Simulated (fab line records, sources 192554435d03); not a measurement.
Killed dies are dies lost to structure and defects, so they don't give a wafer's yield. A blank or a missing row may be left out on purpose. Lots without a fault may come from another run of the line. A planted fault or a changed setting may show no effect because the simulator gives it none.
Chamber matching | flow n5_finfet | N5_GATE_CUT_ETCH_58 on rie_diel-06: 4 sister chambers
The step etches SiNx in CH3F/O2, target depth 17 nm, time 128.6 s. 4 wafers are shown with their chamber, then 7 later ones without.

WAFERS WITH THEIR CHAMBER
wafer  | chamber | showerhead_plenum_p_Torr (Torr)
L094.1 | 0       | 2.12
L094.3 | 2       | 1.91
L095.2 | 1       | 2.05
L095.4 | 3       | 2.03

WAFERS WITHOUT THEIR CHAMBER
wafer  | showerhead_plenum_p_Torr (Torr)
L095.6 | 2.04
L096.3 | 2.11
L096.4 | 1.91
L096.5 | 2.11
L097.4 | 2.03
L097.5 | 1.91
L097.6 | 2.03

WHICH CHAMBER EACH WENT THROUGH
wafer  | from the rows above     | in truth
L095.6 | can't be placed: 1 or 3 | 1
L096.3 | 0                       | 0
L096.4 | 2                       | 2
L096.5 | 0                       | 0
L097.4 | 3                       | 3
L097.5 | 2                       | 2
L097.6 | 3                       | 3
Placed correctly: 6 of 7. Can't be placed from these rows: 1 (the true chamber is among the candidates in 1). Placed wrongly: 0.
How it was worked out, from the rows above alone: a wafer's distance from a chamber is the root of the sum, over the readings, of the square of ((its reading less the chamber's mean) divided by the reading's scatter). The wafer belongs to the nearest chamber; if the next one is less than 2 further off, it can't be placed. A chamber's mean is the mean of its shown wafers. The scatter: with one shown wafer a chamber, the root of the mean of the squares of how far each hidden wafer lies from its nearest shown one.
